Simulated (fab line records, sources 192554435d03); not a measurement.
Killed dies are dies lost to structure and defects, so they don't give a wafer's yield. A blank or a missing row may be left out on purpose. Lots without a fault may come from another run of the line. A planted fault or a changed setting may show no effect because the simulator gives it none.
Which tool did it? | flow n5_finfet | 9 lots, 27 wafers sampled, at 3 steps of a route of 1938

WHAT THE GAUGES READ, wafer by wafer
N5_BEOL_M0_SAQP_THK_MEAS_05.
lot  | measured     | on            | thk_nm (nm)
L669 | day 6 03:33  | film_metro-01 | 60.3 59.2 61.2
L670 | day 6 10:38  | film_metro-01 | 60.8 59.8 61.1
L672 | day 6 19:19  | film_metro-01 | 50.5 51.4 51.7
L673 | day 7 07:37  | film_metro-01 | 49.7 50.3 51.5
L678 | day 8 13:23  | film_metro-01 | 59.3 59.8 60.1
L679 | day 8 20:17  | film_metro-01 | 58.5 60.1 59.8
L682 | day 9 09:35  | film_metro-01 | 58.8 59.8 60.6
L688 | day 10 23:45 | film_metro-01 | 59.3 59.4 58.9
L689 | day 11 04:55 | film_metro-01 | 57.6 57.4 59.0

WHICH TOOL RAN EACH LOT (tool, then ch and the chambers of the sampled wafers, then the start)
lot  | N5_BEOL_M0_SAQP_PECVD_00        | N5_BEOL_M0_SAQP_PECVD_04
L669 | pecvd-02 ch 0,2, day 6 02:13    | pecvd-03 ch 0,1, day 6 03:28
L670 | pecvd-02 ch 0,1, day 6 09:22    | pecvd-03 ch 0,2, day 6 10:32
L672 | pecvd-04 ch 0,2, day 6 18:18    | pecvd-03 ch 1,2, day 6 19:13
L673 | pecvd-03 ch 0,1, day 7 05:44    | pecvd-03 ch 1,2, day 7 07:32
L678 | pecvd-03 ch 0,1, day 8 12:56    | pecvd-04 ch 0,1,2, day 8 13:17
L679 | pecvd-02 ch 0,1,2, day 8 18:50  | pecvd-02 ch 0,2, day 8 20:11
L682 | pecvd-02 ch 0,1,2, day 9 07:53  | pecvd-02 ch 0,2, day 9 09:28
L688 | pecvd-02 ch 0,1,2, day 10 22:43 | pecvd-02 ch 0,1, day 10 23:39
L689 | pecvd-02 ch 0,1,2, day 11 03:50 | pecvd-04 ch 0,1,2, day 11 04:49
- N5_BEOL_M0_SAQP_PECVD_00: deposits SiCN from 3MS/NH3, target thk 8 nm, time 14 s.
- N5_BEOL_M0_SAQP_PECVD_04: deposits a-Si from SiH4/He, target thk 60 nm, time 60.2 s.

THE ANSWER, worked out from the rows above alone
Rule: what is usual is taken from the lots themselves. Put in order of their means at a reading, lots are off if they are a third of the lots or fewer, leave a main group of 4 or more, and stand apart from it by a gap of 3 or more times the standard deviation of the main group's means; of several such gaps the widest counts. A main group whose means are all the same, to the digits that the tables above print for the reading, isn't used. A lot without any number at a reading at which 4 lots or more have one is off too. The other lots that the step has rows for count as sound.
Off: L672, L673, at N5_BEOL_M0_SAQP_THK_MEAS_05 (thk_nm). The main group: mean 59.6 nm, standard deviation 0.77.
A tool fits if, at a process step before that reading, it ran every lot that is off, and no sound lot after the first of them. The gauges at N5_BEOL_M0_SAQP_THK_MEAS_05 are tried like those tools. One fits: pecvd-03 at N5_BEOL_M0_SAQP_PECVD_04. Its last sound lot is L670 (day 6 10:32), its first lot that is off L672 (day 6 19:13): a fault that began between those two fits.

WHAT THE SIMULATOR HAD PUT IN
Site profile drift: pecvd-03, from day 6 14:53 on, at N5_BEOL_M0_SAQP_PECVD_04. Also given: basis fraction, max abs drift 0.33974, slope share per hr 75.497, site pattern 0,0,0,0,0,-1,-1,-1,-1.
Lots struck among those shown: L672, L673. The rule above found the same.
